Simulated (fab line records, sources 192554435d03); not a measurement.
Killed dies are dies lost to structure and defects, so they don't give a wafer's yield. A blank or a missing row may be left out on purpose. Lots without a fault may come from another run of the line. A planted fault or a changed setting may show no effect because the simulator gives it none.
Chamber matching | flow n5_finfet | N5_BEOL_M15_ETCH_59 on rie_diel-03: 4 sister chambers
The step etches BARC in N2/H2, target depth 89 nm, overetch 26.7 nm, time 67.9 s. 8 wafers are shown with their chamber, then 9 later ones without.

WAFERS WITH THEIR CHAMBER
wafer  | chamber | showerhead_plenum_p_Torr (Torr) | drypump_motor_current_A (A)
L076.5 | 0       | 2.53                            | 5.4
L082.5 | 2       | 2.51                            | 5.3
L087.1 | 1       | 2.69                            | 6.0
L087.2 | 0       | 2.52                            | 5.4
L087.6 | 1       | 2.69                            | 5.9
L089.2 | 2       | 2.51                            | 5.4
L089.4 | 3       | 2.49                            | 5.5
L089.5 | 3       | 2.49                            | 5.5

WAFERS WITHOUT THEIR CHAMBER
wafer  | showerhead_plenum_p_Torr (Torr) | drypump_motor_current_A (A)
L090.2 | 2.52                            | 5.4
L090.3 | 2.69                            | 6.0
L090.4 | 2.52                            | 5.4
L095.1 | 2.52                            | 5.4
L095.4 | 2.49                            | 5.5
L095.5 | 2.49                            | 5.5
L096.3 | 2.52                            | 5.4
L096.5 | 2.49                            | 5.5
L096.6 | 2.50                            | 5.3

WHICH CHAMBER EACH WENT THROUGH
wafer  | from the rows above     | in truth
L090.2 | can't be placed: 0 or 2 | 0
L090.3 | 1                       | 1
L090.4 | can't be placed: 0 or 2 | 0
L095.1 | can't be placed: 0 or 2 | 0
L095.4 | 3                       | 3
L095.5 | 3                       | 3
L096.3 | can't be placed: 0 or 2 | 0
L096.5 | 3                       | 3
L096.6 | can't be placed: 2 or 3 | 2
Placed correctly: 4 of 9. Can't be placed from these rows: 5 (the true chamber is among the candidates in 5). Placed wrongly: 0.
How it was worked out, from the rows above alone: a wafer's distance from a chamber is the root of the sum, over the readings, of the square of ((its reading less the chamber's mean) divided by the reading's scatter). The wafer belongs to the nearest chamber; if the next one is less than 2 further off, it can't be placed. A chamber's mean is the mean of its shown wafers. The scatter: the root of (the sum of the squares of (reading less its chamber's mean) over the shown wafers, divided by (wafers less chambers)).
